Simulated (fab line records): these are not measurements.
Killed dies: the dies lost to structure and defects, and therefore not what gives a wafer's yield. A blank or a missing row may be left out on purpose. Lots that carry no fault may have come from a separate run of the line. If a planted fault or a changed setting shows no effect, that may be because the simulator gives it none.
Split-lot experiment ; flow n5 finfet ; on a route of 1938 steps: 7 lots, 21 wafers read

== ON THE SPLIT ==
At N5_DUMMY_GATE_COAT_28 (time 60 s, resist thk 10 nm), the setting spin rpm was moved away from the recipe's 1500 rpm on 6 of the 21 wafers read, by -10.9% to +6.5%. This setting was run at the recipe's value on the other wafers.

The split's own step is where the reading is taken.

== THE READING ==
underlayer_of_DUMMY_GATE_COAT_28.thk nm (the simulator's own value, which no gauge read), in nm, at N5_DUMMY_GATE_COAT_28 (time 60 s, resist thk 10 nm). No usual value for it is given in the file.

wafer;tool, chamber at the split;spin rpm as run, rpm;against the recipe;underlayer_of_DUMMY_GATE_COAT_28.thk nm, nm;against lot-mates on the recipe
L074.3;litho track-04, 0;1345;-10.3%;10.6;+0.6
L074.6;litho track-04, 0;1345;-10.3%;10.6;+0.6
L074.4;litho track-04, 0;1500;recipe;10;-
L075.2;litho track-01, 0;1443;-3.8%;10.2;+0.2
L075.3;litho track-01, 0;1500;recipe;10;-
L075.5;litho track-01, 0;1500;recipe;10;-
L086.2;litho track-04, 0;1500;recipe;10;-
L086.5;litho track-04, 0;1500;recipe;10;-
L086.6;litho track-04, 0;1500;recipe;10;-
L088.1;litho track-04, 0;1500;recipe;10;-
L088.3;litho track-04, 0;1500;recipe;10;-
L088.5;litho track-04, 0;1500;recipe;10;-
L089.1;litho track-05, 0;1598;+6.5%;9.6;-0.4
L089.3;litho track-05, 0;1500;recipe;10;-
L089.4;litho track-05, 0;1500;recipe;10;-
L092.1;litho track-05, 0;1500;recipe;10;-
L092.4;litho track-05, 0;1500;recipe;10;-
L092.6;litho track-05, 0;1500;recipe;10;-
L097.1;litho track-01, 0;1336;-10.9%;10.6;+0.6
L097.3;litho track-01, 0;1336;-10.9%;10.6;+0.6
L097.4;litho track-01, 0;1500;recipe;10;-

FIT RESULTS
A straight line over all 21 wafers: underlayer_of_DUMMY_GATE_COAT_28.thk nm changes by -0.0569 nm for each +1% of spin rpm; r = -1.00; the points scatter about the line by 0.011 nm.
The same after taking each lot's own level away (the mean of its wafers on the recipe; 21 wafers): -0.0569 nm for each +1%; r = -1.00; scatter 0.011 nm.
According to that fit, moving spin rpm by its largest amount changes the reading by 0.62 nm.
The lots' own levels span 10.00 to 10.00 nm.
So the lot-to-lot level changes the slope little: the two slopes agree.
Check: +0.625 nm against its lot-mates is what the line predicts for one of the wafers moved furthest among these (-10.9%) when that wafer is left out of the fit. Against them it came out at +0.6 nm.

== OTHER SPLITS APPLIED TO THESE WAFERS ==
Before the reading, these wafers also passed through other splits. Each is held against what the fit with the lots' levels taken away leaves over:
other split on the same wafers;wafers away from the commonest value;r with underlayer_of_DUMMY_GATE_COAT_28.thk nm (lot level and that fit taken away)
N5_WELL_APT_COAT_02 spin rpm;8;-0.38
N5_WELL_APT_DEVELOP_07 develop time s;6;+0.15
N5_FIN_SAQP_HM_DEP_03 time s;6;+0.17
N5_FIN_SAQP_PECVD_06 time s;4;-0.57
N5_FIN_SAQP_ETCH_64 bias w;11;-0.14
N5_DUMMY_GATE_HM_DEP_06 time s;15;+0.02

== THE FILE'S OWN FIT ==
underlayer_of_DUMMY_GATE_COAT_28.thk nm changes by -0.0569 nm for each +1% of spin rpm, r = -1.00.
